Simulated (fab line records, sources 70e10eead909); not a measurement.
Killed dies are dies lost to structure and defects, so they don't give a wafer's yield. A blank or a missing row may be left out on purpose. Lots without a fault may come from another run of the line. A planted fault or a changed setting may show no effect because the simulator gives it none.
fab line records | flow nand_harc
record lots=23 wafers=69 last_day=34
route steps=1302 shown P_GATE@146 P_CONTACT@236 P_M0@272
lots that met no fault: from a run of the same line without faults
start_h: hours from the record's first day to the start of the lot's first wafer shown | wait_h: hours since the lot's step before | " the same as in the row above | L1.1+2: a row that stands for several wafers | - no value, or no start given | * or withheld: withheld | < > ~ a bound
route shown NAME@n: a module of which the file shows steps, and the number in the route of the first | usual: mean/standard deviation of fault-free wafers | same: alike in all rows | chamber/n: place in a boat | sites: the reading at each site | _std_site: their standard deviation | _edge_site: outer sites' mean less inner sites' | radius_mm: how far each site lies from the wafer's centre | mask NAME#n: copy n | behind: the tool/chamber that last shaped the wafer | hold: why the lot was held/for how many hours/how that ended | device: the transistor (n, p or np) that didn't switch | end of line: the same wafers' tests at the end of the route | a step without rows: its recipe alone | killed: dies lost to structure and defects at the first sort, not the wafer's yield | map: a wafer's dies, x killed, . not, _ none there
set.NAME: the setting as run; set.NAME@STEP: as run at that earlier step | model.NAME: the simulator's own value behind a step, which no gauge read
steps of the route over a sample of lots; a table a step, a row a wafer
services: from which hour (start_h, from the record's first day; less than 0 if before it) a tool's chamber was out of use, for how many hours, and why
## steps
# step NHARC_P_GATE_HM_OPEN_105
# recipe target_depth_a=3600 o2_flow_sccm=400 cos_flow_sccm=20 ar_flow_sccm=0 rf_w=500 bias_w=300 chemistry=O2/COS
# usual bias_w=300.1/0.82 chamber_pressure_mTorr=19.999/0.021 drypump_motor_current_A=5.7/0.45 oes_product_au=0.998/0.007 rf_fwd_power_W=497.9/1.6 rf_vpp_V=467.3/2.4 showerhead_plenum_p_Torr=3.13/0.1 throttle_valve_pct=28.330/0.0086
# columns lot.wafer tool chamber start_h wait_h bias_w chamber_pressure_mTorr drypump_motor_current_A oes_product_au rf_fwd_power_W rf_hours_counter_h rf_vpp_V showerhead_plenum_p_Torr throttle_valve_pct
L074.4 rie_diel-06 2 - - 300.1 20.010 5.8 0.995 496.4 9 469.5 3.20 28.338
L074.3 " 3 " " 300.3 20.036 6.0 1.004 498.2 10 470.0 3.24 28.332
L074.2 " 0 " " 301.1 20.030 4.7 0.988 496.6 10 467.0 3.06 28.324
L076.2 rie_diel-06 3 - - 299.6 19.976 6.1 1.010 496.0 11 470.0 3.24 28.326
L076.3 " 0 " " 299.6 19.984 4.8 0.983 496.8 10 465.2 3.06 28.324
L076.6 " 0 " " 299.6 19.980 4.7 0.993 499.2 - 465.8 3.06 28.325
L077.2 rie_diel-06 1 - - 299.3 19.983 6.0 1.007 498.8 9 466.9 3.18 28.331
L077.3 " 2 " " 300.7 19.970 5.8 1.002 499.3 10 468.4 3.20 28.320
L077.6 " 3 " " 300.8 20.029 6.0 1.004 497.3 - 469.7 3.24 28.351
L078.1 rie_diel-04 3 - - 299.6 20.008 5.1 1.001 493.4 5 469.2 3.25 28.333
L078.4 " 0 " " 298.4 20.013 5.9 1.006 496.2 4 463.4 2.98 28.327
L078.5 " 2 " " 300.2 19.996 5.7 0.990 495.8 - 469.4 3.22 28.327
L079.4 rie_diel-06 0 - - 298.7 20.004 4.7 1.001 499.8 0 465.9 3.06 28.339
L079.1 " 2 " " 299.3 19.993 5.8 1.011 501.5 1 470.3 3.20 28.336
L079.6 " 0 " " 299.5 19.984 4.7 0.995 498.5 - 465.3 3.06 28.312
L080.3 rie_diel-08 2 - - 300.2 19.944 5.4 1.013 500.0 8 464.9 2.99 28.339
L080.5 " 2 " " 300.9 19.993 5.5 1.011 500.4 - 463.4 2.99 28.340
L080.4 " 3 " " 301.1 19.979 6.1 0.986 498.1 - 466.3 3.15 28.333
L081.2 rie_diel-04 1 - - 300.6 19.959 6.2 1.005 498.9 9 466.3 3.08 28.328
L081.3 " 2 " " 299.2 20.008 5.7 0.993 497.9 9 469.4 3.22 28.334
L081.6 " 0 " " 300.5 19.977 5.8 0.999 499.3 - 464.3 2.98 28.345
L082.1 rie_diel-04 3 - - 300.5 20.010 5.1 0.987 499.1 8 469.5 3.25 28.319
L082.5 " 3 " " 300.0 19.986 5.2 0.992 495.6 - 470.3 3.25 28.331
L082.6 " 0 " " 301.0 20.012 5.8 0.989 497.6 - 465.7 2.98 28.327
L083.3 rie_diel-08 0 - - 301.1 20.041 5.8 1.008 496.5 - 471.6 3.31 28.318
L083.4 " 1 " " 300.6 20.038 5.5 0.994 495.6 - 464.2 3.02 28.322
L083.6 " 1 " " 299.6 19.982 5.5 0.990 496.4 - 463.9 3.02 28.323
L084.3 rie_diel-08 2 - - 299.3 20.045 5.5 1.004 497.8 0 463.2 2.99 28.324
L084.4 " 3 " " 299.6 20.006 6.1 0.991 499.1 0 467.8 3.15 28.325
L084.6 " 2 " " 299.5 19.989 5.5 0.997 498.0 - 464.5 2.99 28.325
L085.3 rie_diel-06 0 - - 300.1 19.992 4.8 0.995 498.2 4 465.3 3.06 28.333
L085.6 " 0 " " 300.7 20.010 4.8 1.003 496.9 - 465.5 3.06 28.318
L085.5 " 1 " " 299.9 20.023 6.0 1.004 498.6 - 468.4 3.17 28.339
L086.2 rie_diel-04 0 - - 298.8 20.032 5.9 0.986 500.2 1 464.5 2.98 28.334
L086.4 " 2 " " 300.6 19.968 5.7 0.992 498.4 1 470.4 3.22 28.339
L086.6 " 1 " " 299.2 19.993 6.2 0.992 499.6 - 466.4 3.08 28.337
L089.3 rie_diel-06 3 - - 298.4 20.020 6.0 0.998 499.3 5 470.2 3.24 28.338
L089.2 " 1 " " 298.9 20.002 6.1 0.995 497.2 4 467.9 3.17 28.336
L089.4 " 2 " " 301.2 20.024 5.8 1.005 495.7 4 468.8 3.19 28.324
L087.2 rie_diel-04 0 - - 300.7 20.009 5.8 1.000 496.8 2 464.3 2.98 28.336
L087.6 " 2 " " 301.2 19.953 5.6 0.994 498.0 - 468.2 3.22 28.327
L087.5 " 3 " " 298.7 20.016 5.2 0.999 498.5 - 470.4 3.24 28.337
L088.2 rie_diel-06 2 - - 300.0 20.022 5.8 0.994 496.1 4 469.2 3.19 28.333
L088.3 " 1 " " 298.6 19.950 6.1 1.002 498.2 4 467.7 3.17 28.334
L088.5 " 2 " " 300.3 20.017 5.8 1.002 499.0 - 468.9 3.20 28.322
L090.1 rie_diel-08 2 - - 299.7 19.999 5.5 1.006 501.3 4 463.2 2.99 28.339
L090.3 " 0 " " 299.9 19.999 5.8 0.998 498.9 5 471.7 3.31 28.329
L090.2 " 1 " " 301.2 19.982 5.5 0.998 494.4 4 464.8 3.02 28.339
L091.2 rie_diel-08 1 - - 300.5 19.975 5.5 1.010 495.6 4 466.4 3.02 28.331
L091.4 " 2 " " 299.5 20.023 5.5 1.010 497.3 4 463.9 2.98 28.321
L091.5 " 0 " " 300.1 20.010 5.9 1.002 496.0 - 472.5 3.31 28.323
L092.2 rie_diel-04 0 - - 299.7 19.982 5.8 1.000 497.2 4 463.3 2.98 28.325
L092.4 " 2 " " 300.2 19.998 5.6 0.998 499.3 4 469.4 3.22 28.337
L092.5 " 0 " " 300.5 19.990 5.8 0.993 497.8 - 464.4 2.98 28.332
L093.1 rie_diel-06 0 - - 299.6 20.036 4.7 0.996 500.7 8 466.5 3.05 28.314
L093.4 " 2 " " 300.3 19.985 5.8 1.000 498.9 7 467.9 3.19 28.339
L093.2 " 3 " " 300.1 20.002 6.0 1.013 498.5 8 469.7 3.24 28.333
L095.2 rie_diel-08 2 - - 300.1 19.992 5.5 1.000 497.3 6 463.2 2.98 28.332
L095.4 " 0 " " 297.9 19.998 5.9 1.001 497.5 6 471.0 3.31 28.341
L095.5 " 1 " " 301.2 19.972 5.5 0.990 498.3 - 463.8 3.02 28.333
L094.1 rie_diel-04 0 - - 298.5 20.023 5.9 0.996 496.7 7 463.6 2.98 28.327
L094.4 " 1 " " 299.7 19.990 6.2 0.985 499.7 6 464.6 3.08 28.338
L094.2 " 2 " " 300.7 20.003 5.7 1.001 498.5 6 468.0 3.22 28.321
L096.4 rie_diel-08 2 - - 300.1 20.006 5.4 1.003 498.3 7 463.4 2.98 28.337
L096.2 " 3 " " 299.0 19.984 6.1 0.998 496.8 8 467.6 3.15 28.328
L096.6 " 1 " " 299.3 20.013 5.5 0.994 497.9 - 464.6 3.02 28.331
L097.2 rie_diel-06 0 - - 299.9 20.017 4.7 0.995 498.8 0 465.5 3.05 28.329
L097.4 " 1 " " 300.8 19.984 6.0 0.996 499.1 0 467.4 3.17 28.332
L097.6 " 0 " " 301.1 20.028 4.7 0.990 497.7 - 466.1 3.05 28.344
# step NHARC_P_GATE_STRIP_113
# recipe power_w=1500 temp_c=110 time_s=740 chemistry=N2/H2
# usual drypump_motor_current_A=6.02/0.22 heater_power_w=93/5.8
# columns lot.wafer tool chamber start_h wait_h drypump_motor_current_A heater_power_w rf_hours_counter_h
L074.2 plasma_asher-01 0 127.40 0.2 5.85 97 25
L074.3 " 0 " " 5.85 98 -
L074.4 " 1 " " 5.85 94 -
L076.2 plasma_asher-01 1 132.05 0.3 5.89 95 26
L076.3 " 1 " " 5.89 97 -
L076.6 " 1 " " 5.87 97 -
L077.2 plasma_asher-02 1 137.15 0.2 6.42 85 10
L077.3 " 0 " " 6.06 94 -
L077.6 " 1 " " 6.38 81 -
L078.1 plasma_asher-01 0 151.83 0.2 5.85 98 31
L078.4 " 0 " " 5.85 99 -
L078.5 " 1 " " 5.88 95 -
L079.1 plasma_asher-02 0 170.77 0.2 6.01 93 16
L079.4 " 1 " " 6.43 85 -
L079.6 " 0 " " 6.05 91 -
L080.3 plasma_asher-02 1 171.79 0.8 6.41 83 -
L080.4 " 0 " " 6.07 94 -
L080.5 " 0 " " 6.05 95 -
L081.2 plasma_asher-01 0 189.10 0.2 5.87 96 3
L081.3 " 1 " " 5.88 96 -
L081.6 " 1 " " 5.86 101 -
L082.1 plasma_asher-02 0 189.58 0.2 6.06 91 23
L082.5 " 0 " " 6.08 92 -
L082.6 " 1 " " 6.40 83 -
L083.4 plasma_asher-01 1 202.08 0.3 5.86 99 -
L083.3 " 0 " " 5.86 95 -
L083.6 " 0 " " 5.85 96 -
L084.3 plasma_asher-02 1 217.45 0.4 6.40 84 -
L084.4 " 0 " " 6.04 91 -
L084.6 " 0 " " 6.04 93 -
L085.3 plasma_asher-01 0 224.45 0.4 5.83 99 -
L085.6 " 0 " " 5.82 95 -
L085.5 " 1 " " 5.86 98 -
L086.2 plasma_asher-02 1 231.26 0.3 6.40 84 30
L086.4 " 0 " " 6.07 94 -
L086.6 " 0 " " 6.07 91 -
L089.2 plasma_asher-01 0 255.20 0.2 5.86 93 16
L089.3 " 0 " " 5.85 98 -
L089.4 " 1 " " 5.88 99 -
L087.2 plasma_asher-01 0 256.23 0.6 5.84 94 17
L087.6 " 1 " " 5.88 102 -
L087.5 " 0 " " 5.83 95 -
L088.2 plasma_asher-01 1 257.17 1.2 5.86 99 18
L088.3 " 0 " " 5.86 95 -
L088.5 " 1 " " 5.86 102 -
L090.2 plasma_asher-01 1 276.63 0.2 5.86 99 22
L090.1 " 0 " " 5.84 96 22
L090.3 " 0 " " 5.84 95 -
L091.2 plasma_asher-01 1 280.01 0.3 5.86 97 24
L091.4 " 1 " " 5.89 101 -
L091.5 " 0 " " 5.86 95 -
L092.2 plasma_asher-02 1 292.42 0.2 6.44 83 7
L092.4 " 0 " " 6.08 90 -
L092.5 " 0 " " 6.04 89 -
L093.1 plasma_asher-02 1 302.71 0.2 6.39 82 9
L093.2 " 0 " " 6.09 89 9
L093.4 " 0 " " 6.07 91 -
L095.2 plasma_asher-02 1 313.78 0.3 6.38 84 12
L095.4 " 0 " " 6.07 91 -
L095.5 " 1 " " 6.42 83 -
L094.1 plasma_asher-01 0 314.22 0.2 5.84 95 30
L094.2 " 1 " " 5.85 100 30
L094.4 " 0 " " 5.83 94 -
L096.2 plasma_asher-01 0 325.79 0.3 5.84 95 33
L096.4 " 0 " " 5.84 95 -
L096.6 " 1 " " 5.88 99 -
L097.2 plasma_asher-01 0 339.88 0.2 5.83 95 34
L097.4 " 0 " " 5.84 92 -
L097.6 " 1 " " 5.86 100 -
# step NHARC_P_GATE_STRIP_95
# recipe power_w=1500 temp_c=250 chemistry=O2
# usual drypump_motor_current_A=6.01/0.22 heater_power_w=349/21
# columns lot.wafer tool chamber start_h wait_h drypump_motor_current_A heater_power_w rf_hours_counter_h
L074.2 plasma_asher-01 0 128.12 0.6 5.83 376 25
L074.3 " 0 " " 5.85 370 -
L074.4 " 1 " " 5.86 357 -
L076.2 plasma_asher-01 1 132.66 0.5 5.86 349 27
L076.3 " 1 " " 5.85 357 -
L076.6 " 1 " " 5.86 354 -
L077.2 plasma_asher-02 1 137.86 0.6 6.40 317 11
L077.3 " 0 " " 6.06 348 -
L077.6 " 1 " " 6.38 312 -
L078.1 plasma_asher-01 0 152.55 0.6 5.84 364 31
L078.4 " 0 " " 5.85 364 -
L078.5 " 1 " " 5.88 351 -
L079.1 plasma_asher-02 0 171.49 0.6 6.07 347 17
L079.4 " 1 " " 6.42 317 -
L079.6 " 0 " " 6.07 350 -
L080.3 plasma_asher-02 1 172.29 0.4 6.36 312 -
L080.4 " 0 " " 6.07 350 -
L080.5 " 0 " " 6.05 349 -
L081.2 plasma_asher-01 0 189.82 0.6 5.83 363 4
L081.3 " 1 " " 5.85 372 -
L081.6 " 1 " " 5.85 367 -
L082.1 plasma_asher-02 0 190.31 0.6 6.07 340 23
L082.5 " 0 " " 6.07 336 -
L082.6 " 1 " " 6.40 314 -
L083.4 plasma_asher-01 1 202.59 0.4 5.85 365 -
L083.3 " 0 " " 5.85 354 -
L083.6 " 0 " " 5.85 362 -
L084.3 plasma_asher-02 1 217.95 0.4 6.39 312 -
L084.4 " 0 " " 6.05 352 -
L084.6 " 0 " " 6.06 345 -
L085.3 plasma_asher-01 0 224.95 0.4 5.85 362 -
L085.6 " 0 " " 5.85 365 -
L085.5 " 1 " " 5.89 381 -
L086.2 plasma_asher-02 1 231.86 0.5 6.41 320 31
L086.4 " 0 " " 6.06 343 -
L086.6 " 0 " " 6.06 342 -
L089.2 plasma_asher-01 0 255.92 0.6 5.84 360 17
L089.3 " 0 " " 5.82 363 -
L089.4 " 1 " " 5.89 382 -
L087.2 plasma_asher-01 0 256.84 0.5 5.86 360 18
L087.6 " 1 " " 5.88 378 -
L087.5 " 0 " " 5.82 359 -
L088.2 plasma_asher-01 1 257.88 0.6 5.86 375 19
L088.3 " 0 " " 5.87 353 -
L088.5 " 1 " " 5.87 365 -
L090.2 plasma_asher-01 1 277.36 0.6 5.83 375 23
L090.1 " 0 " " 5.84 352 23
L090.3 " 0 " " 5.85 354 -
L091.2 plasma_asher-01 1 280.62 0.5 5.84 368 25
L091.4 " 1 " " 5.87 358 -
L091.5 " 0 " " 5.85 361 -
L092.2 plasma_asher-02 1 293.13 0.6 6.45 320 8
L092.4 " 0 " " 6.08 330 -
L092.5 " 0 " " 6.06 328 -
L093.1 plasma_asher-02 1 303.44 0.6 6.44 319 10
L093.2 " 0 " " 6.05 325 10
L093.4 " 0 " " 6.03 339 -
L095.2 plasma_asher-02 1 314.39 0.5 6.37 305 13
L095.4 " 0 " " 6.05 340 -
L095.5 " 1 " " 6.38 316 -
L094.1 plasma_asher-01 0 314.93 0.6 5.86 360 31
L094.2 " 1 " " 5.86 371 31
L094.4 " 0 " " 5.85 351 -
L096.2 plasma_asher-01 0 326.40 0.5 5.84 346 33
L096.4 " 0 " " 5.84 354 -
L096.6 " 1 " " 5.85 372 -
L097.2 plasma_asher-01 0 340.59 0.6 5.82 359 35
L097.4 " 0 " " 5.84 357 -
L097.6 " 1 " " 5.88 362 -
# step NHARC_P_CONTACT_ETCH_35
# recipe target_depth_a=390 over_etch_frac=0.3 time_s=65 ion_energy_ev=80 cf4_flow_sccm=150 ar_flow_sccm=0 rf_w=300 bias_w=100 chemistry=CF4
# usual bias_w=100.0/0.31 chamber_pressure_mTorr=50.00/0.045 drypump_motor_current_A=6.0/0.42 oes_product_au=1.002/0.0068 rf_fwd_power_W=297.4/1.2 rf_vpp_V=151.5/1.2 showerhead_plenum_p_Torr=1.80/0.077 throttle_valve_pct=13.284/0.0087
# columns lot.wafer tool chamber start_h wait_h bias_w chamber_pressure_mTorr drypump_motor_current_A oes_product_au rf_fwd_power_W rf_hours_counter_h rf_vpp_V showerhead_plenum_p_Torr throttle_valve_pct
L074.2 rie_diel-09 0 131.82 0.1 99.5 50.04 6.5 1.001 298.8 4.9 151.7 1.78 13.287
L074.4 " 2 " " 100.7 49.94 6.3 1.014 296.8 3.5 152.2 1.90 13.274
L074.3 " 3 " " 99.9 50.02 6.1 1.002 299.0 4.6 150.8 1.76 13.287
L076.3 rie_diel-12 3 136.44 0.1 100.2 50.00 5.9 1.007 295.4 0.4 150.6 1.72 13.265
L076.2 " 0 " " 100.1 49.96 6.0 0.997 299.1 0.5 149.6 1.69 13.268
L076.6 " 0 " " 100.0 49.91 6.0 1.004 298.7 - 150.5 1.69 13.273
L077.3 rie_diel-12 2 141.82 0.1 99.8 50.01 5.7 1.004 298.5 1.0 152.1 1.87 13.287
L077.2 " 0 " " 99.8 49.99 6.0 0.991 297.1 0.9 148.8 1.69 13.293
L077.6 " 1 " " 100.1 49.96 6.2 1.005 297.4 - 152.7 1.84 13.279
L078.1 rie_diel-12 2 156.46 0.1 100.5 50.00 5.8 1.008 298.2 1.7 152.9 1.87 13.287
L078.4 " 0 " " 100.1 49.94 6.0 1.000 299.5 1.7 150.1 1.69 13.281
L078.5 " 2 " " 100.1 50.01 5.7 1.004 296.9 - 155.3 1.87 13.297
L079.1 rie_diel-09 2 175.19 0.1 99.8 49.87 6.3 0.998 298.0 0.4 152.7 1.90 13.276
L079.4 " 1 " " 100.2 50.04 6.4 0.995 297.4 0.4 151.9 1.87 13.274
L079.6 " 3 " " 100.4 49.93 6.1 1.008 297.9 - 150.8 1.76 13.270
L080.3 rie_diel-10 3 176.02 0.1 99.6 50.03 4.7 0.992 296.7 6.4 149.7 1.68 13.283
L080.4 " 2 " " 100.0 50.07 5.3 1.001 299.2 - 150.9 1.69 13.279
L080.5 " 3 " " 99.9 50.02 4.7 1.000 297.8 - 151.2 1.68 13.290
L081.2 rie_diel-12 3 193.54 0.1 99.8 50.00 5.9 0.992 296.8 1.9 150.8 1.72 13.296
L081.3 " 1 " " 99.6 49.97 6.2 0.997 297.1 2.9 151.8 1.84 13.284
L081.6 " 3 " " 99.7 50.06 5.9 0.996 296.2 - 151.4 1.72 13.287
L082.1 rie_diel-09 1 194.05 0.1 100.1 49.99 6.4 1.006 296.5 1.1 153.2 1.87 13.296
L082.6 " 2 " " 99.8 50.09 6.3 0.992 295.9 - 152.0 1.90 13.286
L082.5 " 3 " " 100.4 50.04 6.1 1.006 295.9 - 150.7 1.76 13.269
L083.4 rie_diel-09 0 206.26 0.1 99.7 50.01 6.5 1.016 298.5 1.7 151.1 1.77 13.286
L083.3 " 2 " " 100.3 50.03 6.3 1.005 297.5 1.4 152.7 1.90 13.284
L083.6 " 0 " " 99.6 49.97 6.5 1.006 297.7 - 152.0 1.77 13.294
L084.3 rie_diel-09 3 221.53 0.1 99.9 49.97 6.0 1.008 296.6 2.2 151.5 1.76 13.294
L084.4 " 3 " " 99.9 49.99 6.0 0.997 297.6 - 150.5 1.76 13.282
L084.6 " 1 " " 99.9 49.98 6.4 1.001 295.3 - 152.1 1.87 13.288
L085.3 rie_diel-09 1 228.66 0.1 99.9 50.04 6.4 1.011 295.5 2.9 152.8 1.87 13.274
L085.5 " 1 " " 99.6 50.00 6.4 0.997 295.4 - 154.2 1.87 13.293
L085.6 " 2 " " 100.1 49.91 6.2 0.998 297.1 - 153.1 1.90 13.285
L086.2 rie_diel-10 1 235.58 0.1 100.1 50.06 5.9 1.003 297.0 9.3 151.8 1.75 13.290
L086.4 " 3 " " 100.2 50.01 4.7 1.011 298.9 9.3 148.4 1.68 13.278
L086.6 " 1 " " 100.5 49.98 5.9 1.002 296.7 - 149.7 1.75 13.277
L089.2 rie_diel-10 1 259.71 0.1 100.2 50.04 5.9 1.003 298.6 0.2 150.9 1.75 13.269
L089.4 " 2 " " 99.8 50.03 5.3 1.003 297.1 0.1 150.6 1.69 13.280
L089.3 " 3 " " 99.3 50.03 4.7 1.002 299.2 0.1 150.9 1.68 13.273
L087.2 rie_diel-09 3 260.73 0.1 99.7 50.00 6.0 0.999 297.2 4.0 152.7 1.76 13.284
L087.6 " 1 " " 99.8 49.98 6.4 0.994 299.1 - 152.2 1.87 13.272
L087.5 " 3 " " 100.5 50.05 6.0 1.011 297.2 - 152.0 1.76 13.278
L088.3 rie_diel-12 2 261.76 0.1 100.0 49.97 5.8 0.992 298.3 4.1 152.4 1.87 13.285
L088.2 " 0 " " 100.3 49.98 6.0 0.981 297.1 4.1 150.2 1.69 13.289
L088.5 " 2 " " 99.9 50.03 5.8 0.992 298.5 - 151.4 1.87 13.295
L090.3 rie_diel-12 3 281.10 0.1 100.1 50.03 5.9 0.997 296.5 0.0 151.2 1.72 13.282
L090.2 " 1 " " 100.7 50.01 6.2 1.012 296.3 0.0 151.5 1.84 13.276
L090.1 " 2 " " 100.1 49.93 5.7 0.989 298.6 0.0 152.2 1.87 13.295
L091.2 rie_diel-09 0 284.26 0.1 100.2 50.00 6.5 0.993 298.8 2.5 151.1 1.77 13.289
L091.4 " 2 " " 100.2 49.99 6.2 1.000 296.0 4.6 152.8 1.90 13.270
L091.5 " 0 " " 99.9 49.96 6.5 0.995 298.8 - 151.1 1.77 13.285
L092.4 rie_diel-09 0 296.83 0.1 100.5 49.99 6.5 1.003 299.1 3.0 151.4 1.77 13.280
L092.2 " 2 " " 100.4 49.91 6.2 0.998 298.2 5.1 151.2 1.90 13.280
L092.5 " 1 " " 100.0 50.04 6.4 1.001 297.5 - 152.7 1.87 13.285
L093.1 rie_diel-09 1 307.15 0.1 99.8 50.07 6.5 1.008 296.8 5.8 152.7 1.87 13.288
L093.2 " 2 " " 99.9 50.01 6.3 1.002 296.8 5.7 153.0 1.90 13.293
L093.4 " 0 " " 99.4 50.01 6.5 1.005 301.0 3.4 151.7 1.77 13.282
L095.4 rie_diel-10 0 318.08 0.1 100.1 50.03 6.2 1.011 297.0 2.5 151.4 1.85 13.280
L095.2 " 1 " " 99.9 49.95 5.9 0.998 297.5 2.8 149.4 1.75 13.293
L095.5 " 0 " " 99.8 49.96 6.2 1.009 295.2 - 151.3 1.85 13.288
L094.2 rie_diel-12 2 318.70 0.1 99.7 50.03 5.8 1.004 297.4 0.7 150.6 1.87 13.295
L094.1 " 3 " " 99.9 50.05 5.9 1.007 297.5 0.7 150.3 1.72 13.292
L094.4 " 0 " " 100.4 49.97 6.0 0.997 296.7 1.0 148.9 1.69 13.288
L096.2 rie_diel-09 1 330.13 0.1 100.4 50.10 6.4 1.015 296.9 0.0 152.3 1.87 13.279
L096.6 " 2 " " 99.9 49.92 6.2 1.003 298.3 - 151.6 1.90 13.291
L096.4 " 0 " " 100.3 49.99 6.5 1.007 298.3 - 150.7 1.77 13.277
L097.4 rie_diel-09 1 344.30 0.1 99.8 49.98 6.4 1.011 296.6 0.7 152.5 1.87 13.292
L097.2 " 2 " " 100.0 50.07 6.3 1.006 296.6 0.7 152.4 1.90 13.261
L097.6 " 0 " " 99.6 50.03 6.6 1.000 298.6 - 151.1 1.77 13.277
# step NHARC_P_M0_DEGAS_28
# recipe temp_c=250 time_s=60
# usual heater_power_w=328/33
# columns lot.wafer tool chamber start_h wait_h heater_power_w
L074.4 pvd_sputter-02 - 136.87 - 364
L074.3 " - " " 261
L074.2 " - " " 317
L076.2 pvd_sputter-02 - 141.37 - 365
L076.3 " - " " 330
L076.6 " - " " 265
L077.3 pvd_sputter-01 - 147.57 - 293
L077.2 " - " " 294
L077.6 " - " " 370
L078.4 pvd_sputter-03 - 161.54 - 333
L078.1 " - " " 313
L078.5 " - " " 317
L079.4 pvd_sputter-02 - 180.27 - 261
L079.1 " - " " 310
L079.6 " - " " 324
L080.4 pvd_sputter-01 - 181.16 - 299
L080.3 " - " " 364
L080.5 " - " " 296
L081.3 pvd_sputter-02 - 198.69 - 315
L081.2 " - " " 370
L081.6 " - " " 260
L082.1 pvd_sputter-03 - 199.10 - 321
L082.5 " - " " 331
L082.6 " - " " 314
L083.3 pvd_sputter-01 - 211.30 - 360
L083.4 " - " " 392
L083.6 " - " " 297
L084.4 pvd_sputter-03 - 226.61 - 327
L084.3 " - " " 304
L084.6 " - " " 326
L085.3 pvd_sputter-03 - 233.92 - 336
L085.6 " - " " 326
L085.5 " - " " 331
L086.4 pvd_sputter-03 - 240.62 - 306
L086.2 " - " " 324
L086.6 " - " " 323
L089.4 pvd_sputter-01 - 265.24 - 380
L089.3 " - " " 296
L089.2 " - " " 374
L087.2 pvd_sputter-03 - 265.90 - 319
L087.5 " - " " 299
L087.6 " - " " 320
L088.3 pvd_sputter-01 - 266.83 - 320
L088.2 " - " " 387
L088.5 " - " " 316
L090.3 pvd_sputter-01 - 286.20 - 311
L090.2 " - " " 303
L090.1 " - " " 377
L091.4 pvd_sputter-03 - 289.14 - 314
L091.2 " - " " 312
L091.5 " - " " 323
L092.4 pvd_sputter-01 - 301.83 - 389
L092.2 " - " " 296
L092.5 " - " " 306
L093.2 pvd_sputter-02 - 312.15 - 325
L093.4 " - " " 278
L093.1 " - " " 377
L095.2 pvd_sputter-01 - 323.07 - 391
L095.4 " - " " 315
L095.5 " - " " 382
L094.2 pvd_sputter-03 - 323.70 - 320
L094.4 " - " " 300
L094.1 " - " " 321
L096.4 pvd_sputter-01 - 335.13 - 394
L096.2 " - " " 306
L096.6 " - " " 318
L097.4 pvd_sputter-01 - 349.83 - 369
L097.2 " - " " 390
L097.6 " - " " 304
# step NHARC_P_M0_CMP_23
# recipe t_overpolish_s=20 target_thk_nm=117.54
# usual motor_current_A=10.8/1 time_to_endpoint_s=29.2/2.1
# columns lot.wafer tool chamber start_h wait_h motor_current_A time_to_endpoint_s
L074.4 cmp-01 1 137.95 - 9.6 25.6
L074.3 " 2 " " 10.8 27.1
L074.2 " 3 " " 10.3 27.9
L076.3 cmp-03 1 142.45 - 12.7 29.5
L076.2 " 2 " " 9.7 26.4
L076.6 " 1 " " 12.8 29.1
L077.3 cmp-03 0 148.68 - 11.3 28.5
L077.2 " 1 " " 13.5 33.2
L077.6 " 3 " " 10.0 30.5
L078.4 cmp-01 3 162.89 - 10.7 30.0
L078.1 " 0 " " 10.6 29.0
L078.5 " 3 " " 10.4 29.1
L079.1 cmp-04 3 181.34 - 12.1 26.3
L079.4 " 1 " " 9.6 30.7
L079.6 " 0 " " 10.1 28.7
L080.4 cmp-03 0 182.25 - 10.5 25.8
L080.3 " 2 " " 9.5 28.8
L080.5 " 0 " " 10.8 25.2
L081.3 cmp-03 3 199.79 - 9.6 30.9
L081.2 " 1 " " 13.8 29.5
L081.6 " 2 " " 9.5 30.8
L082.1 cmp-01 2 200.20 - 10.6 31.4
L082.6 " 2 " " 10.4 31.0
L082.5 " 3 " " 10.4 29.9
L083.3 cmp-03 2 212.40 - 10.4 26.2
L083.4 " 3 " " 10.2 24.6
L083.6 " 1 " " 13.1 28.5
L084.4 cmp-01 3 227.68 - 11.1 30.6
L084.3 " 1 " " 10.6 28.4
L084.6 " 3 " " 10.6 31.4
L085.3 cmp-03 3 235.03 - 10.5 29.2
L085.5 " 2 " " 10.1 29.5
L085.6 " 3 " " 10.5 29.4
L086.4 cmp-04 1 241.71 - 9.3 33.0
L086.2 " 0 " " 9.7 33.1
L086.6 " 1 " " 9.1 34.0
L089.3 cmp-04 0 266.33 - 9.9 29.2
L089.2 " 2 " " 11.3 29.6
L089.4 " 3 " " 12.0 30.9
L087.2 cmp-01 3 267.05 - 10.3 28.6
L087.5 " 1 " " 10.4 29.2
L087.6 " 2 " " 11.1 30.4
L088.3 cmp-04 2 268.03 - 11.5 28.4
L088.2 " 0 " " 10.0 30.5
L088.5 " 3 " " 11.8 29.7
L090.1 cmp-04 3 287.28 - 12.4 30.4
L090.3 " 0 " " 9.7 32.5
L090.2 " 2 " " 11.3 31.3
L091.2 cmp-04 1 290.28 - 9.7 32.3
L091.4 " 3 " " 11.3 29.6
L091.5 " 0 " " 9.4 27.3
L092.2 cmp-03 1 302.97 - 13.2 27.4
L092.4 " 3 " " 10.4 28.1
L092.5 " 0 " " 10.8 27.4
L093.1 cmp-03 0 313.26 - 11.0 26.4
L093.2 " 1 " " 12.8 30.1
L093.4 " 2 " " 9.9 30.6
L095.2 cmp-01 1 324.18 - 10.1 28.2
L095.4 " 2 " " 10.5 27.9
L095.5 " 1 " " 9.9 27.6
L094.4 cmp-04 1 324.82 - 9.5 30.7
L094.2 " 3 " " 12.2 26.4
L094.1 " 0 " " 9.5 30.4
L096.2 cmp-01 2 336.24 - 11.0 26.2
L096.4 " 1 " " 9.5 25.7
L096.6 " 2 " " 11.0 27.4
L097.4 cmp-04 2 350.90 - 11.2 28.2
L097.2 " 1 " " 9.6 30.2
L097.6 " 3 " " 12.2 25.7
## services
# columns tool chamber start_h hours kind
plasma_asher-02 - 98.59 0.7 repair
pvd_sputter-03 - 103.65 3.0 repair
cmp-04 - 111.13 4.0 pm
cmp-03 - 117.63 3.3 repair
pvd_sputter-03 - 119.39 3.3 repair
plasma_asher-01 - 122.21 2.5 repair
cmp-03 - 122.51 1.2 repair
rie_diel-06 - 130.20 9.0 pm
rie_diel-09 - 143.10 9.0 pm
cmp-04 - 154.39 1.9 repair
rie_diel-06 2 166.11 20.1 repair
plasma_asher-01 - 169.61 9.0 pm
rie_diel-06 1 185.32 13.0 repair
rie_diel-09 0 217.26 57.8 repair
pvd_sputter-01 - 226.00 10.0 pm
plasma_asher-02 - 249.73 9.0 pm
rie_diel-09 2 271.92 3.1 repair
rie_diel-09 3 285.98 3.9 repair
rie_diel-06 1 294.07 1.2 repair
rie_diel-06 - 307.20 9.0 pm
rie_diel-09 - 320.10 9.0 pm
rie_diel-06 1 346.24 2.7 repair
plasma_asher-01 - 346.61 9.0 pm
pvd_sputter-01 - 350.18 0.7 repair
## key
fault none
